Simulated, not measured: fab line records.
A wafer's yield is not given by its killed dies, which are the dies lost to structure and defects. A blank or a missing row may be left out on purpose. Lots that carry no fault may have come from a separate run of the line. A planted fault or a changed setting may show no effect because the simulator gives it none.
fab line records | flow n5_finfet | part 1 of 2: steps 1 to 20 of 31
record: lots: 5 wafers: 15 last_day: 16
route steps=1938 shown SD_EPI_N@273 SD_EPI_P@295
lots that met no fault: taken from a fault-free run of the same line
start_h: hours from the record's first day to the start of the lot's first wafer shown | wait_h: hours since the lot's step before | " the same as in the row above | L1.1+2: several wafers, shown together as one row | - value missing, or start not given | * or withheld: withheld | < > ~ a bound
route shown NAME@n: names a module that has steps shown in the file, with the first one's number in the route | usual: mean and standard deviation over wafers with no fault | same: alike in all rows | chamber/n: place in a boat | sites: per-site readings | _std_site: their standard deviation | _edge_site: inner sites' mean taken away from outer sites' mean | radius_mm: for every site, how far away it sits from the centre of the wafer | mask NAME#n: copy n | behind: the most recent tool/chamber to have shaped the wafer | hold: why the lot went on hold/how many hours it stayed there/how the hold came to an end | device: which transistor (n, p or np) failed to switch | end of line: the tests these same wafers got at the end of their route | a step given without rows: its recipe and nothing more | killed: dies that structure and defects cost at the first sort, which is not the same as the wafer's yield | map: a wafer's dies, marking killed ones x, the rest . and places with no die _
set.NAME: the setting as run; set.NAME@STEP: as run at that earlier step | model.NAME: the simulator's own value behind a step, which no gauge read
lots seen at some steps along the route; tables by step, rows by wafer
services: a tool's chamber out of use, with start hour (start_h, from the record's first day; less than 0 if before it), hours out, and reason
== steps ==
step: N5_SD_EPI_N_DESCUM_14
recipe: chemistry: O2 time_s: 7.9 source_power_w: 50 bias_power_w: 20 pressure_mtorr: 20 rf_frequency_hz: 2.712e+07 temp_c: 40 resist: CAR-ArF-block o2_flow_sccm: 225
usual: drypump_motor_current_A: 5.5/0.45 oes_product_au: 0.80/0.067 rf_vpp_V: 243.2/1.4 showerhead_plenum_p_Torr: 2.11/0.067 throttle_valve_pct: 20.39/0.18
columns lot.wafer tool chamber start_h wait_h drypump_motor_current_A oes_product_au rf_hours_counter_h rf_vpp_V showerhead_plenum_p_Torr throttle_valve_pct
L077.1 rie_diel-02 0 68.68 1.0 6.2 0.83 85 243.7 2.00 20.23
L077.2 " 3 " " 4.8 0.92 10 246.0 2.17 20.60
L077.6 " 3 " " 4.9 0.92 - 244.0 2.17 20.60
L078.3 rie_diel-02 0 73.03 0.0 6.1 0.83 86 241.6 2.00 20.23
L078.5 " 3 " " 4.9 0.92 - 243.0 2.17 20.61
L078.6 " 2 " " 5.8 0.82 - 245.2 2.18 20.09
L080.3 rie_diel-01 0 84.31 0.0 6.2 0.78 92 241.6 2.04 20.61
L080.4 " 3 " " 5.4 0.77 - 242.7 2.03 20.62
L080.5 " 2 " " 5.6 0.86 - 244.2 2.13 20.26
L081.2 rie_diel-02 1 94.53 0.1 5.2 0.77 98 242.3 2.10 20.26
L081.3 " 0 " " 6.1 0.81 94 241.5 2.00 20.24
L081.5 " 2 " " 5.8 0.81 - 243.5 2.18 20.11
L087.1 rie_diel-04 1 128.02 0.0 5.8 0.81 117 243.6 2.13 20.54
L087.2 " 0 " " 5.5 0.71 226 242.0 2.00 20.45
L087.5 " 2 " " 4.8 0.98 - 244.8 2.13 20.35
step: N5_SD_EPI_N_ETCH_34
recipe: chemistry: CF4 target: SiARC target_depth_a: 455 mask_material: CAR-ArF-block time_s: 75.8 ion_energy_ev: 80 pressure_mtorr: 40 source_w: 545 bias_w: 36 Ar_flow_sccm: 100 cf4_flow_sccm: 100 ends: cleared
usual: drypump_motor_current_A: 5.5/0.45 etch_rf_on_time_s: 76.0/2.6 oes_product_au: 0.69/0.057 rf_vpp_V: 184.2/1.2 showerhead_plenum_p_Torr: 2.15/0.074 throttle_valve_pct: 15.56/0.13
columns lot.wafer tool chamber start_h wait_h drypump_motor_current_A etch_rf_on_time_s oes_product_au rf_hours_counter_h rf_vpp_V showerhead_plenum_p_Torr throttle_valve_pct
L077.1 rie_diel-02 0 68.71 0.0 6.1 74.3 0.71 85 183.4 2.07 15.54
L077.2 " 3 " " 4.8 75.6 0.79 10 185.2 2.18 15.45
L077.6 " 3 " " 4.9 74.4 0.79 - 185.7 2.18 15.45
L078.3 rie_diel-02 0 73.06 0.0 6.2 75.5 0.71 86 185.1 2.07 15.57
L078.5 " 3 " " 4.9 75.4 0.79 - 183.8 2.18 15.46
L078.6 " 2 " " 5.7 81.8 0.68 - 185.2 2.28 15.50
L080.3 rie_diel-01 0 84.35 0.0 6.2 74.0 0.68 92 184.8 2.07 15.68
L080.4 " 3 " " 5.4 76.6 0.66 - 184.9 2.08 15.78
L080.5 " 2 " " 5.6 73.6 0.73 - 184.9 2.15 15.30
L081.2 rie_diel-02 1 94.56 0.0 5.2 74.9 0.67 98 183.4 2.15 15.43
L081.3 " 0 " " 6.1 74.8 0.70 94 183.1 2.06 15.56
L081.5 " 2 " " 5.8 81.6 0.67 - 184.4 2.28 15.50
L087.1 rie_diel-04 1 128.05 0.0 5.8 78.4 0.67 117 183.9 2.17 15.55
L087.2 " 0 " " 5.5 72.9 0.61 226 183.7 2.02 15.59
L087.5 " 2 " " 4.8 73.5 0.85 - 185.6 2.20 15.57
step: N5_SD_EPI_N_ETCH_35
recipe: chemistry: N2/H2 target: SOC overetch_a: 1080 mask_material: SiARC temp_c: 40 ion_energy_ev: 100 source_w: 3000 bias_w: 133 pressure_mtorr: 20 time_s: 486 n2_flow_sccm: 200 h2_flow_sccm: 200
usual: drypump_motor_current_A: 5.5/0.45 oes_product_au: 0.72/0.057 rf_vpp_V: 240.9/1.2 showerhead_plenum_p_Torr: 2.56/0.093 throttle_valve_pct: 23.92/0.27
columns lot.wafer tool chamber start_h wait_h drypump_motor_current_A oes_product_au rf_hours_counter_h rf_vpp_V showerhead_plenum_p_Torr throttle_valve_pct
L077.1 rie_diel-02 0 68.77 0.0 6.2 0.74 85 239.8 2.44 23.70
L077.2 " 3 " " 4.9 0.82 10 241.8 2.63 24.04
L077.6 " 3 " " 4.9 0.84 - 240.2 2.63 24.05
L078.3 rie_diel-02 0 73.12 0.0 6.2 0.73 87 240.4 2.44 23.70
L078.5 " 3 " " 4.9 0.82 - 240.1 2.63 24.05
L078.6 " 2 " " 5.8 0.74 - 241.8 2.71 24.19
L080.3 rie_diel-01 0 84.40 0.0 6.2 0.71 93 239.7 2.43 23.58
L080.4 " 3 " " 5.4 0.69 - 239.3 2.47 24.15
L080.5 " 2 " " 5.6 0.75 - 242.2 2.58 23.54
L081.2 rie_diel-02 1 94.62 0.0 5.2 0.70 98 240.4 2.56 23.92
L081.3 " 0 " " 6.2 0.72 94 240.8 2.44 23.73
L081.5 " 2 " " 5.8 0.73 - 243.2 2.70 24.20
L087.1 rie_diel-04 1 128.11 0.0 5.8 0.70 117 240.8 2.56 23.72
L087.2 " 0 " " 5.6 0.64 226 238.7 2.42 24.04
L087.5 " 2 " " 4.8 0.87 - 241.9 2.63 24.24
step: N5_SD_EPI_N_STRIP_36
recipe: chemistry: N2/H2 temp_c: 40 n2_flow_sccm: 200 h2_flow_sccm: 200 rf_frequency_hz: 6e+07
columns lot.wafer tool chamber start_h wait_h
L077.1+2+6 rie_diel-02 0,3,3 69.08 0.2
L078.3+5+6 rie_diel-02 0,3,2 73.43 0.2
L080.3+4+5 rie_diel-01 0,3,2 84.72 0.2
L081.2+3+5 rie_diel-02 1,0,2 94.93 0.2
L087.1+2+5 rie_diel-04 1,0,2 128.42 0.2
step: N5_SD_EPI_N_ETCHBACK_44
recipe: chemistry: CH3F/O2 mode: anisotropic_etchback target: SiNx target_depth_a: 145 stop_on: SiO2 over_etch_frac: 0.3 ion_energy_ev: 120 pressure_mtorr: 30 source_w: 395 bias_w: 73 Ar_flow_sccm: 150 CH3F_flow_sccm: 30 O2_flow_sccm: 20
usual: CH3F_flow_sccm: 29.98/0.096 drypump_motor_current_A: 5.5/0.45 oes_product_au: 0.69/0.054 rf_vpp_V: 298/9.5 showerhead_plenum_p_Torr: 2.02/0.072 throttle_valve_pct: 16.31/0.13
columns lot.wafer tool chamber start_h wait_h CH3F_flow_sccm drypump_motor_current_A oes_product_au rf_hours_counter_h rf_vpp_V showerhead_plenum_p_Torr throttle_valve_pct
L077.1 rie_diel-02 0 69.09 0.0 29.94 6.1 0.71 85 312 1.92 16.26
L077.2 " 3 " " 29.90 4.8 0.78 10 300 2.04 16.24
L077.6 " 3 " " 29.87 4.9 0.79 - 301 2.04 16.25
L078.3 rie_diel-02 0 73.44 0.0 30.10 6.1 0.70 87 313 1.92 16.27
L078.5 " 3 " " 30.03 4.9 0.78 - 299 2.04 16.22
L078.6 " 2 " " 29.67 5.8 0.70 - 289 2.13 16.24
L080.3 rie_diel-01 0 84.73 0.0 30.03 6.2 0.69 93 280 1.92 16.31
L080.4 " 3 " " 30.01 5.4 0.68 - 310 1.94 16.50
L080.5 " 2 " " 30.15 5.6 0.71 - 291 2.01 16.01
L081.2 rie_diel-02 1 94.94 0.0 29.90 5.2 0.67 98 302 2.03 16.31
L081.3 " 0 " " 29.96 6.2 0.69 94 314 1.92 16.27
L081.5 " 2 " " 29.96 5.8 0.70 - 290 2.13 16.25
L087.1 rie_diel-04 1 128.43 0.0 30.01 5.8 0.68 117 308 2.05 16.41
L087.2 " 0 " " 29.96 5.5 0.60 226 298 1.89 16.32
L087.5 " 2 " " 29.80 4.7 0.82 - 282 2.06 16.37
step: N5_SD_EPI_N_ETCH_45
recipe: chemistry: CH3F/O2 target: SiOCN target_depth_a: 60 mask_material: SOC ion_energy_ev: 60 bias_w: 29 pressure_mtorr: 15 source_w: 410 Ar_flow_sccm: 150 CH3F_flow_sccm: 30 O2_flow_sccm: 20
usual: CH3F_flow_sccm: 30.00/0.078 drypump_motor_current_A: 5.5/0.45 oes_product_au: 0.80/0.065 rf_vpp_V: 127.5/0.93 showerhead_plenum_p_Torr: 2.01/0.073 throttle_valve_pct: 23.32/0.2
columns lot.wafer tool chamber start_h wait_h CH3F_flow_sccm drypump_motor_current_A oes_product_au rf_hours_counter_h rf_vpp_V showerhead_plenum_p_Torr throttle_valve_pct
L077.1 rie_diel-02 0 69.19 0.1 30.02 6.1 0.84 85 126.6 1.92 23.17
L077.2 " 3 " " 29.92 4.9 0.93 10 127.1 2.03 23.28
L077.6 " 3 " " 29.93 4.9 0.92 - 128.4 2.04 23.29
L078.3 rie_diel-02 0 73.54 0.1 30.06 6.1 0.85 87 127.8 1.92 23.15
L078.5 " 3 " " 30.06 4.9 0.92 - 128.2 2.03 23.29
L078.6 " 2 " " 29.99 5.8 0.79 - 127.7 2.13 23.45
L080.3 rie_diel-01 0 84.83 0.1 29.96 6.3 0.78 93 126.3 1.91 23.19
L080.4 " 3 " " 29.84 5.4 0.78 - 127.0 1.93 23.53
L080.5 " 2 " " 29.99 5.6 0.84 - 127.5 2.00 22.89
L081.2 rie_diel-02 1 95.04 0.1 30.05 5.2 0.79 98 127.3 2.02 23.40
L081.3 " 0 " " 29.90 6.1 0.82 94 128.0 1.92 23.17
L081.5 " 2 " " 30.10 5.8 0.79 - 127.6 2.12 23.44
L087.1 rie_diel-04 1 128.53 0.1 30.10 5.8 0.80 117 127.8 2.04 23.56
L087.2 " 0 " " 29.83 5.5 0.70 226 128.0 1.88 23.17
L087.5 " 2 " " 29.97 4.7 0.97 - 128.1 2.05 23.46
step: N5_SD_EPI_N_ETCH_16
recipe: chemistry: CHF3/O2 target: SiO2 target_depth_a: 50 mask_material: SOC pressure_mtorr: 30 source_w: 650 bias_w: 170 Ar_flow_sccm: 200 CHF3_flow_sccm: 50 O2_flow_sccm: 5 ion_energy_ev: 200
usual: drypump_motor_current_A: 5.5/0.45 oes_product_au: 0.80/0.065 rf_vpp_V: 526/17 showerhead_plenum_p_Torr: 2.43/0.086 throttle_valve_pct: 18.87/0.12
columns lot.wafer tool chamber start_h wait_h drypump_motor_current_A oes_product_au rf_hours_counter_h rf_vpp_V showerhead_plenum_p_Torr throttle_valve_pct
L077.1 rie_diel-02 0 69.29 0.1 6.1 0.84 85 550 2.32 18.81
L077.2 " 3 " " 4.9 0.92 10 527 2.45 18.78
L077.6 " 3 " " 4.9 0.92 - 528 2.45 18.78
L078.3 rie_diel-02 0 73.64 0.1 6.1 0.83 87 550 2.32 18.78
L078.5 " 3 " " 4.9 0.92 - 527 2.45 18.79
L078.6 " 2 " " 5.8 0.80 - 510 2.57 18.91
L080.3 rie_diel-01 0 84.93 0.1 6.3 0.78 93 494 2.32 18.90
L080.4 " 3 " " 5.4 0.78 - 547 2.34 19.05
L080.5 " 2 " " 5.7 0.85 - 512 2.42 18.58
L081.2 rie_diel-02 1 95.14 0.1 5.2 0.79 98 535 2.45 18.87
L081.3 " 0 " " 6.1 0.82 94 551 2.31 18.81
L081.5 " 2 " " 5.8 0.80 - 513 2.57 18.91
L087.1 rie_diel-04 1 128.63 0.1 5.8 0.79 117 541 2.45 18.90
L087.2 " 0 " " 5.5 0.71 226 524 2.28 18.83
L087.5 " 2 " " 4.8 0.97 - 494 2.47 18.93
step: N5_SD_EPI_N_STRIP_47
recipe: chemistry: CHF3/O2 resist: SiARC rf_frequency_hz: 6e+07
columns lot.wafer tool chamber start_h wait_h
L077.1+2+6 rie_diel-02 0,3,3 69.33 0.0
L078.3+5+6 rie_diel-02 0,3,2 73.68 0.0
L080.3+4+5 rie_diel-01 0,3,2 84.97 0.0
L081.2+3+5 rie_diel-02 1,0,2 95.18 0.0
L087.1+2+5 rie_diel-04 1,0,2 128.67 0.0
step: N5_SD_EPI_N_SD_RECESS_17
recipe: chemistry: HBr/Cl2/O2 target_depth_a: 410 mask_material: SOC time_s: 23.7 bt_time_s: 3 pressure_mtorr: 10 icp_w: 800 bias_w: 112 HBr_flow_sccm: 150 Cl2_flow_sccm: 80 O2_flow_sccm: 12
usual: drypump_motor_current_A: 5.6/0.39 oes_product_au: 1.006/0.019 throttle_valve_pct: 37.1/0.37
columns lot.wafer tool chamber start_h wait_h drypump_motor_current_A oes_product_au rf_hours_counter_h throttle_valve_pct
L077.1 rie_si-04 2 69.36 0.0 4.9 0.989 2 37.4
L077.2 " 3 " " 5.3 1.025 79 37.0
L077.6 " 1 " " 5.6 0.976 - 37.2
L078.3 rie_si-02 2 73.71 0.0 5.7 1.007 97 37.3
L078.5 " 1 " " 6.1 0.982 - 36.2
L078.6 " 2 " " 5.7 1.008 - 37.3
L080.3 rie_si-02 2 85.00 0.0 5.7 1.013 97 37.3
L080.4 " 3 " " 6.0 1.024 109 37.4
L080.5 " 2 " " 5.7 1.014 - 37.3
L081.2 rie_si-06 0 95.21 0.0 5.9 1.022 57 37.2
L081.3 " 1 " " 5.7 0.990 135 36.8
L081.5 " 0 " " 5.9 1.018 - 37.2
L087.1 rie_si-02 3 128.70 0.0 6.0 1.037 110 37.4
L087.2 " 0 " " 5.3 0.995 98 37.2
L087.5 " 1 " " 6.1 0.983 - 36.2
step: N5_SD_EPI_N_STRIP_38
recipe: chemistry: N2/H2 power_w: 1000 temp_c: 250 h2_frac: 0.65 overash_fraction: 0.3 pressure_mtorr: withheld n2_flow_sccm: 1750 h2_flow_sccm: 3250
usual: drypump_motor_current_A: 5.7/0.34 heater_power_w: 326/11 oes_product_au: 0.762/0.011
columns lot.wafer tool chamber start_h wait_h drypump_motor_current_A heater_power_w oes_product_au rf_hours_counter_h
L077.1 plasma_asher-02 0 69.46 0.1 5.3 346 0.759 35
L077.2 " 1 " " 5.5 312 0.762 35
L077.6 " 1 " " 5.5 324 0.747 -
L078.3 plasma_asher-01 0 73.83 0.1 6.2 336 0.753 -
L078.5 " 0 " " 6.2 343 0.743 -
L078.6 " 1 " " 5.7 325 0.755 -
L080.3 plasma_asher-02 0 85.11 0.1 5.2 339 0.765 -
L080.4 " 1 " " 5.5 310 0.770 -
L080.5 " 1 " " 5.5 304 0.766 -
L081.2 plasma_asher-01 0 95.31 0.1 6.2 320 0.771 92
L081.3 " 1 " " 5.7 321 0.770 -
L081.5 " 0 " " 6.2 337 0.754 -
L087.1 plasma_asher-01 0 128.80 0.1 6.2 322 0.744 98
L087.2 " 1 " " 5.7 320 0.751 98
L087.5 " 1 " " 5.6 324 0.786 -
step: N5_SD_EPI_N_WET_ETCH_43
recipe: chemistry: dHF dilution: withheld time_s: 14 target: SiO2 target_depth_a: 15 temp_c: 25
columns lot.wafer tool chamber start_h wait_h
L077.1+2+6 wet_bench-05 6,5,2 69.55 -
L078.3+5+6 wet_bench-02 6,1,2 73.90 -
L080.3+4+5 wet_bench-02 3,1,2 85.18 -
L081.2+3+5 wet_bench-04 5,6,0 95.41 -
L087.1+2+5 wet_bench-02 6,4,1 128.88 -
step: N5_SD_EPI_N_STRIP_18
recipe: chemistry: SPM time_s: 750 temp_c: 130 h2so4_h2o2_vol_ratio: 4
columns lot.wafer tool chamber start_h wait_h
L077.1+2+6 wet_bench-05 6,5,2 69.55 0.0
L078.3+5+6 wet_bench-02 6,1,2 73.90 0.0
L080.3+4+5 wet_bench-02 3,1,2 85.19 0.0
L081.2+3+5 wet_bench-04 5,6,0 95.42 0.0
L087.1+2+5 wet_bench-02 6,4,1 128.89 0.0
step: N5_SD_EPI_N_SRD_20
recipe: dry: ipa_marangoni do_ppb: 5 time_s: 30 temp_c: 23 rinse_liquid: diw
columns lot.wafer tool chamber start_h wait_h
L077.1+2+6 wet_bench-05 6,5,2 69.76 0.0
L078.3+5+6 wet_bench-02 6,1,2 74.15 0.0
L080.3+4+5 wet_bench-02 3,1,2 85.39 0.0
L081.2+3+5 wet_bench-04 5,6,0 95.64 0.0
L087.1+2+5 wet_bench-02 6,4,1 129.10 0.0
step: N5_SD_EPI_N_PRECLEAN_48
recipe: chemistry: NF3:NH3 afs_cycles: 2 temp_c: 30 time_s: 20 sublimation_temp_c: 180 sublimation_time_s: 60 pressure_torr: 3 rf_power_w: 30
columns lot.wafer tool chamber start_h wait_h
L077.1+2+6 epi_rpcvd-01 0 69.81 0.0
L078.3+5+6 epi_rpcvd-03 0 74.33 0.2
L080.3+4+5 epi_rpcvd-04 0 85.56 0.2
L081.2+3+5 epi_rpcvd-04 0 95.75 0.1
L087.1+2+5 epi_rpcvd-03 0 129.15 0.0
step: N5_SD_EPI_N_VAPOR_ETCH_50
recipe: chemistry: HCl target: Si temp_c: 775 time_s: 54 pressure_torr: 20 mode: isotropic
usual: throttle_valve_pct: 11.9/0.32
columns lot.wafer tool chamber start_h wait_h throttle_valve_pct
L077.1 epi_rpcvd-01 0 70.17 0.3 11.6
L077.2 " 0 " " 11.5
L077.6 " 0 " " 11.7
L078.3 epi_rpcvd-03 0 74.63 0.2 11.9
L078.5 " 0 " " 12.0
L078.6 " 0 " " 12.0
L080.3 epi_rpcvd-04 0 85.86 0.2 12.0
L080.4 " 0 " " 12.1
L080.5 " 0 " " 12.1
L081.2 epi_rpcvd-04 0 96.08 0.3 12.3
L081.3 " 0 " " 11.9
L081.5 " 0 " " 12.1
L087.1 epi_rpcvd-03 0 129.51 0.3 12.0
L087.2 " 0 " " 12.3
L087.5 " 0 " " 12.0
step: N5_SD_EPI_N_EPI_21
recipe: material: Si:P dopant: P temp_c: 680 pressure_torr: 255 time_s: 690
columns lot.wafer tool chamber start_h wait_h
L077.1+2+6 epi_rpcvd-01 0 70.35 0.1
L078.3+5+6 epi_rpcvd-03 0 75.31 0.7
L080.3+4+5 epi_rpcvd-04 0 86.54 0.7
L081.2+3+5 epi_rpcvd-04 0 96.51 0.4
L087.1+2+5 epi_rpcvd-03 0 129.69 0.1
step: N5_SD_EPI_N_EPI_MEAS_23
recipe: mode: xrd
usual: thk_nm: 59.0/1.3
columns lot.wafer tool chamber start_h wait_h thk_nm
L077.1 film_metro-02 - 72.07 1.4 58.6
L077.2 " - " " 60.3
L077.6 " - " " 59.4
L078.3 film_metro-01 - 76.46 0.9 58.3
L078.5 " - " " 57.4
L078.6 " - " " 58.0
L080.3 film_metro-02 - 87.71 0.9 60.6
L080.4 " - " " 60.4
L080.5 " - " " 60.3
L081.2 film_metro-01 - 97.95 1.2 59.5
L081.3 " - " " 59.4
L081.5 " - " " 59.7
L087.1 film_metro-01 - 131.41 1.4 59.1
L087.2 " - " " 57.8
L087.5 " - " " 59.1
step: N5_SD_EPI_N_PRECLEAN_24
recipe: chemistry: O3/DIW time_s: 60 temp_c: 22 o3_ppm: 10
columns lot.wafer tool chamber start_h wait_h
L077.1+2+6 wet_bench-05 3,7,6 72.11 0.0
L078.3+5+6 wet_bench-02 4,2,3 76.50 0.0
L080.3+4+5 wet_bench-04 6,2,5 87.74 0.0
L081.2+3+5 wet_bench-02 1,5,2 98.00 0.0
L087.1+2+5 wet_bench-05 1,4,5 131.44 0.0
step: N5_SD_EPI_N_SRD_25
recipe: time_s: 30 temp_c: 23 rinse_liquid: diw dry: ipa_marangoni
columns lot.wafer tool chamber start_h wait_h
L077.1+2+6 wet_bench-05 3,7,6 72.13 0.0
L078.3+5+6 wet_bench-02 4,2,3 76.52 0.0
L080.3+4+5 wet_bench-04 6,2,5 87.76 0.0
L081.2+3+5 wet_bench-02 1,5,2 98.02 0.0
L087.1+2+5 wet_bench-05 1,4,5 131.46 0.0
step: N5_SD_EPI_N_PRECLEAN_49
recipe: chemistry: NF3:NH3 afs_cycles: 1 temp_c: 30 time_s: 20 sublimation_temp_c: 180 sublimation_time_s: 60 pressure_torr: 3 rf_power_w: 30
usual: pressure_torr: 3.000/0.0057
columns lot.wafer tool chamber start_h wait_h pressure_torr
L077.1 remote_plasma-01 1 72.17 0.0 2.999
L077.2 " 1 " " 2.995
L077.6 " 1 " " 2.997
L078.3 remote_plasma-02 1 76.63 0.1 2.994
L078.5 " 1 " " 2.994
L078.6 " 1 " " 2.996
L080.3 remote_plasma-01 0 87.87 0.1 2.999
L080.4 " 0 " " 2.997
L080.5 " 0 " " 2.997
L081.2 remote_plasma-01 0 98.10 0.1 2.999
L081.3 " 0 " " 3.001
L081.5 " 0 " " 2.993
L087.1 remote_plasma-02 1 131.51 0.0 2.998
L087.2 " 1 " " 3.000
L087.5 " 1 " " 2.994
